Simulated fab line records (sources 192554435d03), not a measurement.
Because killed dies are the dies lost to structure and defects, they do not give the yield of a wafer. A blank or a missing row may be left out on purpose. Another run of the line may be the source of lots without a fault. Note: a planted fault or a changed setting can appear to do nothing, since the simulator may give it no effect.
Comparing a struck lot with a sound one | flow n5Finfet | 15 steps out of a route of 1938
Sound: wafers L560.2, L560.4, L560.5. Struck: wafer L572.3 (L572.5, L572.6, from the same lot, were not struck and are left out); the cause is given at the end.
Per side, at each step with rows, come the tool, then ch with its chambers, and then its first start. Under that, the readings that differ: sound wafers | struck wafers | difference of the means | sigmas: that difference in standard deviations of wafers without a fault.
alike: same words and numbers on both sides, and readings whose means sit less than 2 such deviations apart. not compared: any withheld reading, any reading some wafer has no value for, any bound like >300 that may hide the same value, and any number with overlapping values for which the record gives no deviation.
The two part at a step that has a row with sigmas, a row that says differs or no value, or rows on one side only. Numbers that don't overlap but have no deviation are shown without sigmas and don't part them. A reading missing from all wafers of one side parts the sides only when that side holds two or more wafers.

first, 1 step without rows for these wafers: N5_BEOL_M6_TRENCH_ETCH_37 (etches SiCOH lowk in C4F6/O2, target depth 94.435 nm, time 31.5 s).
N5_BEOL_M6_ETCH_41: etches SiCN in CH3F/O2, target depth 29.7 nm, time 52 s.
  sound on rieDiel-05 ch 0,1,3; struck on rieDiel-06 ch 1
  alike: drypumpMotorCurrentA, oesProductAu, rfVppV, showerheadPlenumPTorr, throttleValvePct
  not compared: rfHoursCounterH
N5_BEOL_M6_STRIP_80: strips in N2/H2, time 10 s.
  sound on rieDiel-05 ch 0,1,3; struck on rieDiel-06 ch 1
reading              | sound             | struck | difference | sigmas
throttleValvePct (%) | 23.72 23.79 23.59 | 23.12  | -0.58      | -2
  alike: drypumpMotorCurrentA, oesProductAu, rfVppV, showerheadPlenumPTorr, tempC
  not compared: rfHoursCounterH
N5_BEOL_M6_OCD_MEAS_38:
  struck on ocd-01, day 11 17:55; sound on ocd-02, day 8 10:59
  alike: trenchDepthNm
then, 4 steps without rows for these wafers: N5_BEOL_M6_HM_STRIP_39 (strips TiN in peroxide tin strip, target depth 25 nm, time 158 s); N5_BEOL_M6_SRD_40 (time 30 s); N5_BEOL_M6_PRECLEAN_42 (cleans in residue remover, time 60 s); N5_BEOL_M6_SRD_43 (time 30 s).
N5_BEOL_M6_CD_MEAS_35: target cd 40 nm, target cd y 28 nm.
  struck on cdSem-03, day 11 18:04; sound on cdSem-02, day 8 11:08
  alike: cdNm
then, 1 step without rows for these wafers: N5_BEOL_M6_CURE_75 (cures SiCOH lowk, time 120 s).
N5_BEOL_M6_DEGAS_44: time 60 s.
  struck on pvdSputter-03, day 11 18:26; sound on pvdSputter-01, day 8 12:02
reading          | sound       | struck | difference | sigmas
heaterPowerW (W) | 421 336 365 | 280    | -94        | -2
N5_BEOL_M6_PRE_CLEAN_45: time 30 s.
  struck on pvdSputter-03, day 11 18:28; sound on pvdSputter-01, day 8 12:04
reading          | sound       | struck | difference | sigmas
heaterPowerW (W) | 417 334 365 | 277    | -95        | -2
N5_BEOL_M6_ALD_77: deposits TaN, target thk 2 nm, pulse time 2 s, purge time 3 s.
  sound on aldMetal-01 ch 0,1,2, day 8 12:08; struck on aldMetal-02 ch 0, day 11 18:32
reading                  | sound | struck | difference | sigmas
coReactantPulseTimeS (s) | 3 3 3 | 1.6841 | -1.3159    | 
  alike: heaterPowerW
N5_BEOL_M6_SURFACE_TREAT_79:
  struck on pvdSputter-03, day 11 18:58; sound on pvdSputter-01, day 8 12:43
  not compared: throttleValvePct
then, 1 step without rows for these wafers: N5_PASSIVATION_PROBE_49.

== WHERE THEY PART ==
First at N5_BEOL_M6_STRIP_80; last, within this record, at N5_BEOL_M6_PRE_CLEAN_45. Later steps at which nothing parts them and some readings are alike: N5_BEOL_M6_ALD_77.

WHY: what had been put in by the simulator
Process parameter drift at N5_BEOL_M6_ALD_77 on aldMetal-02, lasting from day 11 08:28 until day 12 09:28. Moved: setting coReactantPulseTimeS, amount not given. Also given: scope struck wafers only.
